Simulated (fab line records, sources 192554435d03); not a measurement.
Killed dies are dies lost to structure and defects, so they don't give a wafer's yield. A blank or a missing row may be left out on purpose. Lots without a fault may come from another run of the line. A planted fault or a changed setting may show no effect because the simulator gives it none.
Which tool did it? | flow n5_finfet | 24 lots, 72 wafers sampled, at 5 steps of a route of 1938

WHAT THE GAUGES READ, wafer by wafer
N5_BEOL_M7_OVL_MEAS_12.
lot  | measured     | on         | M7_OVL (nm)
L074 | day 9 23:18  | overlay-01 | 0.6 0.9 1.1
L075 | day 10 03:26 | overlay-01 | -0.4 0.2 -0.3
L076 | day 10 10:09 | overlay-02 | 0.2 -0.1 0.8
L078 | day 11 00:43 | overlay-01 | 0.9 0.6 0.5
L077 | day 11 09:20 | overlay-02 | 0.7 1.0 -1.0
L079 | day 12 01:03 | overlay-01 | -0.5 -0.7 -0.6
L080 | day 12 01:15 | overlay-02 | -0.3 -0.4 -0.6
L081 | day 12 05:37 | overlay-02 | 0.0 -0.2 0.3
L082 | day 12 09:31 | overlay-01 | -0.1 0.7 -0.4
L083 | day 13 12:39 | overlay-02 | -0.3 0.9 1.2
L084 | day 14 01:13 | overlay-01 | 0.6 1.1 0.3
L085 | day 14 04:22 | overlay-01 | 0.0 0.2 -0.4
L086 | day 14 09:58 | overlay-02 | -0.1 -0.2 0.2
L088 | day 14 10:08 | overlay-01 | 1.1 0.4 1.0
L087 | day 14 15:10 | overlay-01 | -1.8 -1.5 -0.5
L089 | day 14 18:59 | overlay-02 | -0.4 -0.5 -0.7
L090 | day 14 23:39 | overlay-01 | 0.5 -0.2 0.8
L092 | day 15 00:25 | overlay-01 | -0.2 -1.0 0.2
L094 | day 15 09:46 | overlay-02 | 0.3 -0.6 0.3
L091 | day 15 11:08 | overlay-02 | -0.4 -0.1 -0.4
L095 | day 15 14:53 | overlay-01 | 1.4 -0.3 1.2
L093 | day 15 22:12 | overlay-01 | -0.2 0.4 0.4
L096 | day 15 22:02 | overlay-02 | 1.1 0.9 -0.4
L097 | day 17 02:28 | overlay-01 | 0.1 -1.2 -0.5

WHICH TOOL RAN EACH LOT (tool, then ch and the chambers of the sampled wafers, then the start)
lot  | N5_BEOL_M5_ALD_86                   | N5_BEOL_M5_SPUTTER_81        | N5_BEOL_M6_VIA_ETCH_34             | N5_BEOL_M6_ETCH_41
L074 | ald_metal-03 ch 2,3, day 9 05:35    | pvd_sputter-03, day 9 07:14  | rie_diel-06 ch 0,1,3, day 9 19:14  | rie_diel-06 ch 0,1,3, day 9 23:18 or earlier
L075 | ald_metal-01 ch 1,2, day 9 11:41    | pvd_sputter-03, day 9 13:17  | rie_diel-04 ch 1,2, day 9 22:10    | rie_diel-04 ch 1,2, day 10 03:26 or earlier
L076 | ald_metal-03 ch 0,1,2, day 9 14:41  | pvd_sputter-02, day 9 16:29  | rie_diel-04 ch 1,2,3, day 10 03:28 | rie_diel-04 ch 1,2,3, day 10 10:09 or earlier
L078 | ald_metal-03 ch 0,3, day 10 08:05   | pvd_sputter-02, day 10 10:38 | rie_diel-01 ch 1,2, day 10 18:23   | rie_diel-01 ch 1,2, day 11 00:43 or earlier
L077 | ald_metal-01 ch 0,2,3, day 10 15:08 | pvd_sputter-03, day 10 16:42 | rie_diel-06 ch 1,2,3, day 11 03:57 | rie_diel-06 ch 1,2,3, day 11 09:20 or earlier
L079 | ald_metal-03 ch 1,2,3, day 11 06:25 | pvd_sputter-02, day 11 07:56 | rie_diel-04 ch 0,2,3, day 11 20:17 | rie_diel-04 ch 0,2,3, day 12 01:03 or earlier
L080 | ald_metal-03 ch 0,1,2, day 11 08:36 | pvd_sputter-01, day 11 10:13 | rie_diel-01 ch 0,2,3, day 11 20:41 | rie_diel-01 ch 0,2,3, day 12 01:15 or earlier
L081 | ald_metal-01 ch 0,2,3, day 11 13:18 | pvd_sputter-03, day 11 15:17 | rie_diel-04 ch 0,1,3, day 12 00:10 | rie_diel-04 ch 0,1,3, day 12 05:37 or earlier
L082 | ald_metal-01 ch 0,3, day 11 16:22   | pvd_sputter-02, day 11 17:55 | rie_diel-04 ch 0,2,3, day 12 04:52 | rie_diel-04 ch 0,2,3, day 12 09:31 or earlier
L083 | ald_metal-01 ch 1,3, day 12 19:11   | pvd_sputter-03, day 12 21:16 | rie_diel-06 ch 1,2,3, day 13 06:04 | rie_diel-06 ch 1,2,3, day 13 12:39 or earlier
L084 | ald_metal-03 ch 0,1,3, day 13 07:16 | pvd_sputter-03, day 13 08:49 | rie_diel-06 ch 0,1, day 13 18:05   | rie_diel-06 ch 0,1, day 14 01:13 or earlier
L085 | ald_metal-01 ch 1,2,3, day 13 12:25 | pvd_sputter-03, day 13 14:02 | rie_diel-06 ch 0,1, day 13 21:54   | rie_diel-06 ch 0,1, day 14 04:22 or earlier
L086 | ald_metal-01 ch 0,3, day 13 16:19   | pvd_sputter-01, day 13 17:58 | rie_diel-06 ch 0,2, day 14 03:58   | rie_diel-06 ch 0,2, day 14 09:58 or earlier
L088 | ald_metal-03 ch 0,2,3, day 13 16:52 | pvd_sputter-02, day 13 18:55 | rie_diel-01 ch 0,2, day 14 04:31   | rie_diel-01 ch 0,2, day 14 10:08 or earlier
L087 | ald_metal-03 ch 1,2, day 13 22:28   | pvd_sputter-02, day 14 00:05 | rie_diel-06 ch 2,3, day 14 09:25   | rie_diel-06 ch 2,3, day 14 15:10 or earlier
L089 | ald_metal-03 ch 0,1, day 14 00:49   | pvd_sputter-01, day 14 02:26 | rie_diel-06 ch 0,3, day 14 13:47   | rie_diel-06 ch 0,3, day 14 18:59 or earlier
L090 | ald_metal-01 ch 0,1,3, day 14 01:48 | pvd_sputter-02, day 14 04:52 | rie_diel-04 ch 2,3, day 14 14:01   | rie_diel-04 ch 2,3, day 14 23:39 or earlier
L092 | ald_metal-03 ch 1,3, day 14 07:45   | pvd_sputter-01, day 14 10:44 | rie_diel-04 ch 0,1, day 14 17:26   | rie_diel-04 ch 0,1, day 15 00:25 or earlier
L094 | ald_metal-04 ch 0,1, day 14 18:16   | pvd_sputter-03, day 14 19:48 | rie_diel-06 ch 1,2,3, day 15 03:58 | rie_diel-06 ch 1,2,3, day 15 09:46 or earlier
L091 | ald_metal-01 ch 0,2,3, day 14 18:37 | pvd_sputter-02, day 14 21:53 | rie_diel-01 ch 0,1,3, day 15 06:04 | rie_diel-01 ch 0,1,3, day 15 11:08 or earlier
L095 | ald_metal-03 ch 0,1,3, day 15 00:13 | pvd_sputter-01, day 15 02:05 | rie_diel-04 ch 1,3, day 15 09:58   | rie_diel-04 ch 1,3, day 15 14:53 or earlier
L093 | ald_metal-01 ch 1,2,3, day 15 03:41 | pvd_sputter-03, day 15 05:30 | rie_diel-04 ch 0,1,3, day 15 14:29 | rie_diel-04 ch 0,1,3, day 15 22:12 or earlier
L096 | ald_metal-01 ch 0,1,3, day 15 04:16 | pvd_sputter-02, day 15 06:26 | rie_diel-06 ch 0,2,3, day 15 14:09 | rie_diel-06 ch 0,2,3, day 15 22:02 or earlier
L097 | ald_metal-04 ch 0,2,3, day 16 09:12 | pvd_sputter-02, day 16 11:14 | rie_diel-06 ch 0,2,3, day 16 22:14 | rie_diel-06 ch 0,2,3, day 17 02:28 or earlier
- N5_BEOL_M5_ALD_86: deposits TaN, pulse time 2 s, purge time 3 s, co reactant purge time 2 s.
- N5_BEOL_M5_SPUTTER_81: material Cu, target thk 15 nm, time 27.62 s.
- N5_BEOL_M6_VIA_ETCH_34: etches SiCOH lowk in C4F6/O2, target depth 126.3 nm, time 50.9 s.
- N5_BEOL_M6_ETCH_41: etches SiCN in CH3F/O2, target depth 29.7 nm, time 52 s.

WHAT THE TOOLS THEMSELVES READ (means of the sampled wafers that have a number; where no wafer has one, the mark that the record gives instead)
N5_BEOL_M5_ALD_86.
lot  | tool         | heater_power_w (W) | susceptor_temp_C (C)
L074 | ald_metal-03 | 370                | 274.89
L075 | ald_metal-01 | 385                | 275.07
L076 | ald_metal-03 | 420                | 275.03
L078 | ald_metal-03 | 342                | 274.98
L077 | ald_metal-01 | 407                | 275.09
L079 | ald_metal-03 | 405                | 275.25
L080 | ald_metal-03 | 427                | 274.91
L081 | ald_metal-01 | 408                | 275.24
L082 | ald_metal-01 | 401                | 274.86
L083 | ald_metal-01 | 379                | 275.03
L084 | ald_metal-03 | 361                | 275.06
L085 | ald_metal-01 | 413                | 275.01
L086 | ald_metal-01 | 384                | 274.81
L088 | ald_metal-03 | 390                | 274.99
L087 | ald_metal-03 | 470                | 275.01
L089 | ald_metal-03 | 378                | 275.02
L090 | ald_metal-01 | 383                | 275.06
L092 | ald_metal-03 | 341                | 274.83
L094 | ald_metal-04 | 433                | 275.29
L091 | ald_metal-01 | 414                | 274.96
L095 | ald_metal-03 | 360                | 274.98
L093 | ald_metal-01 | 405                | 275.10
L096 | ald_metal-01 | 378                | 274.93
L097 | ald_metal-04 | 404                | 275.00

N5_BEOL_M5_SPUTTER_81.
lot  | tool           | chuck_gas_flow_sccm (sccm) | susceptor_temp_C (C) | throttle_valve_pct (%)
L074 | pvd_sputter-03 | 1.23                       | -20.08               | 29.6
L075 | pvd_sputter-03 | 1.26                       | -20.13               | 29.7
L076 | pvd_sputter-02 | 1.27                       | -20.02               | 30.0
L078 | pvd_sputter-02 | 1.24                       | -20.09               | 29.6
L077 | pvd_sputter-03 | 1.26                       | -19.95               | 30.3
L079 | pvd_sputter-02 | 1.29                       | -19.90               | 29.6
L080 | pvd_sputter-01 | 1.28                       | -19.96               | 30.4
L081 | pvd_sputter-03 | 1.27                       | -20.06               | 29.3
L082 | pvd_sputter-02 | 1.27                       | -19.99               | 29.4
L083 | pvd_sputter-03 | 1.27                       | -19.99               | 29.4
L084 | pvd_sputter-03 | 1.26                       | -20.02               | 30.5
L085 | pvd_sputter-03 | 1.23                       | -20.08               | 29.7
L086 | pvd_sputter-01 | 1.30                       | -20.04               | 29.4
L088 | pvd_sputter-02 | 1.28                       | -20.07               | 29.9
L087 | pvd_sputter-02 | 1.23                       | -20.00               | 29.5
L089 | pvd_sputter-01 | 1.26                       | -19.95               | 29.8
L090 | pvd_sputter-02 | 1.26                       | -19.98               | 29.9
L092 | pvd_sputter-01 | 1.24                       | -19.99               | 29.6
L094 | pvd_sputter-03 | 1.25                       | -20.04               | 29.4
L091 | pvd_sputter-02 | 1.21                       | -20.07               | 29.9
L095 | pvd_sputter-01 | 1.29                       | -19.93               | 30.5
L093 | pvd_sputter-03 | 1.25                       | -20.01               | 29.7
L096 | pvd_sputter-02 | 1.27                       | -19.92               | 29.8
L097 | pvd_sputter-02 | 1.24                       | -20.00               | 29.6

N5_BEOL_M6_VIA_ETCH_34.
lot  | tool        | drypump_motor_current_A (A) | oes_o_777_au (a.u.) | oes_product_au (a.u.) | rf_vpp_V (V) | showerhead_plenum_p_Torr (Torr) | throttle_valve_pct (%)
L074 | rie_diel-06 | 5.2                         | 0.80                | 0.81                  | 673          | 2.82                            | 20.7
L075 | rie_diel-04 | 6.1                         | 0.74                | 0.72                  | 667          | 2.92                            | 21.3
L076 | rie_diel-04 | 5.9                         | 0.79                | 0.77                  | 678          | 2.90                            | 21.0
L078 | rie_diel-01 | 5.5                         | 0.73                | 0.73                  | 662          | 2.94                            | 20.9
L077 | rie_diel-06 | 5.4                         | 0.81                | 0.80                  | 658          | 2.83                            | 20.8
L079 | rie_diel-04 | 5.8                         | 0.82                | 0.82                  | 682          | 2.87                            | 20.6
L080 | rie_diel-01 | 5.7                         | 0.83                | 0.83                  | 655          | 2.96                            | 20.6
L081 | rie_diel-04 | 5.9                         | 0.83                | 0.83                  | 680          | 2.91                            | 20.8
L082 | rie_diel-04 | 5.9                         | 0.82                | 0.82                  | 683          | 2.87                            | 20.6
L083 | rie_diel-06 | 5.4                         | 0.79                | 0.78                  | 657          | 2.82                            | 20.8
L084 | rie_diel-06 | 5.3                         | 0.82                | 0.84                  | 679          | 2.86                            | 20.5
L085 | rie_diel-06 | 5.3                         | 0.81                | 0.83                  | 680          | 2.86                            | 20.5
L086 | rie_diel-06 | 5.3                         | 0.86                | 0.87                  | 667          | 2.87                            | 20.3
L088 | rie_diel-01 | 5.9                         | 0.80                | 0.80                  | 662          | 3.00                            | 20.6
L087 | rie_diel-06 | 5.4                         | 0.92                | 0.90                  | 650          | 2.94                            | 20.5
L089 | rie_diel-06 | 5.1                         | 0.87                | 0.90                  | 680          | 2.92                            | 20.3
L090 | rie_diel-04 | 5.8                         | 0.74                | 0.74                  | 681          | 2.84                            | 20.9
L092 | rie_diel-04 | 6.1                         | 0.82                | 0.81                  | 670          | 2.90                            | 20.7
L094 | rie_diel-06 | 5.3                         | 0.86                | 0.85                  | 661          | 2.92                            | 20.7
L091 | rie_diel-01 | 5.5                         | 0.86                | 0.87                  | 658          | 2.94                            | 20.7
L095 | rie_diel-04 | 5.8                         | 0.79                | 0.78                  | 687          | 2.91                            | 20.9
L093 | rie_diel-04 | 6.0                         | 0.80                | 0.78                  | 680          | 2.90                            | 20.8
L096 | rie_diel-06 | 5.3                         | 0.87                | 0.87                  | 665          | 2.93                            | 20.4
L097 | rie_diel-06 | 5.2                         | 0.85                | 0.85                  | 663          | 2.92                            | 20.4

N5_BEOL_M6_ETCH_41.
lot  | tool        | drypump_motor_current_A (A) | oes_product_au (a.u.) | rf_vpp_V (V) | showerhead_plenum_p_Torr (Torr) | throttle_valve_pct (%)
L074 | rie_diel-06 | 5.2                         | 0.81                  | 297.0        | 1.98                            | 16.1
L075 | rie_diel-04 | 6.1                         | 0.72                  | 297.5        | 2.05                            | 16.7
L076 | rie_diel-04 | 5.9                         | 0.77                  | 298.9        | 2.04                            | 16.4
L078 | rie_diel-01 | 5.5                         | 0.73                  | 298.4        | 2.07                            | 16.3
L077 | rie_diel-06 | 5.4                         | 0.80                  | 296.8        | 1.98                            | 16.2
L079 | rie_diel-04 | 5.8                         | 0.81                  | 297.8        | 2.02                            | 16.1
L080 | rie_diel-01 | 5.7                         | 0.82                  | 297.6        | 2.08                            | 16.0
L081 | rie_diel-04 | 5.9                         | 0.81                  | 297.8        | 2.05                            | 16.2
L082 | rie_diel-04 | 5.8                         | 0.82                  | 297.4        | 2.02                            | 16.1
L083 | rie_diel-06 | 5.4                         | 0.78                  | 296.5        | 1.98                            | 16.3
L084 | rie_diel-06 | 5.3                         | 0.83                  | 297.6        | 2.01                            | 16.0
L085 | rie_diel-06 | 5.3                         | 0.83                  | 298.0        | 2.01                            | 16.0
L086 | rie_diel-06 | 5.3                         | 0.87                  | 298.8        | 2.02                            | 15.7
L088 | rie_diel-01 | 5.9                         | 0.80                  | 299.4        | 2.11                            | 16.0
L087 | rie_diel-06 | 5.4                         | 0.90                  | 298.4        | 2.07                            | 15.9
L089 | rie_diel-06 | 5.1                         | 0.89                  | 298.8        | 2.06                            | 15.8
L090 | rie_diel-04 | 5.8                         | 0.73                  | 297.3        | 1.99                            | 16.3
L092 | rie_diel-04 | 6.1                         | 0.80                  | 298.1        | 2.04                            | 16.2
L094 | rie_diel-06 | 5.3                         | 0.85                  | 299.1        | 2.06                            | 16.1
L091 | rie_diel-01 | 5.5                         | 0.88                  | 298.5        | 2.07                            | 16.1
L095 | rie_diel-04 | 5.7                         | 0.78                  | 297.9        | 2.05                            | 16.3
L093 | rie_diel-04 | 5.9                         | 0.79                  | 297.3        | 2.04                            | 16.3
L096 | rie_diel-06 | 5.2                         | 0.87                  | 298.6        | 2.06                            | 15.9
L097 | rie_diel-06 | 5.3                         | 0.85                  | 298.6        | 2.06                            | 15.9

THE ANSWER, worked out from the rows above alone
Rule: what is usual is taken from the lots themselves. Put in order of their means at a reading, lots are off if they are a third of the lots or fewer, leave a main group of 4 or more, and stand apart from it by a gap of 3 or more times the standard deviation of the main group's means; of several such gaps the widest counts. A main group whose means are all the same, to the digits that the tables above print for the reading, isn't used. A lot without any number at a reading at which 4 lots or more have one is off too. The other lots that the step has rows for count as sound. The gauges are gone through in route order, then the tools' own readings, and for those a lot's mean is taken as printed above. The first step at which some lot is off is used, and at that step the reading that is off furthest; a lot without a number counts as furthest.
No lot is off at any reading shown: from this, nothing can be told.

WHAT THE SIMULATOR HAD PUT IN
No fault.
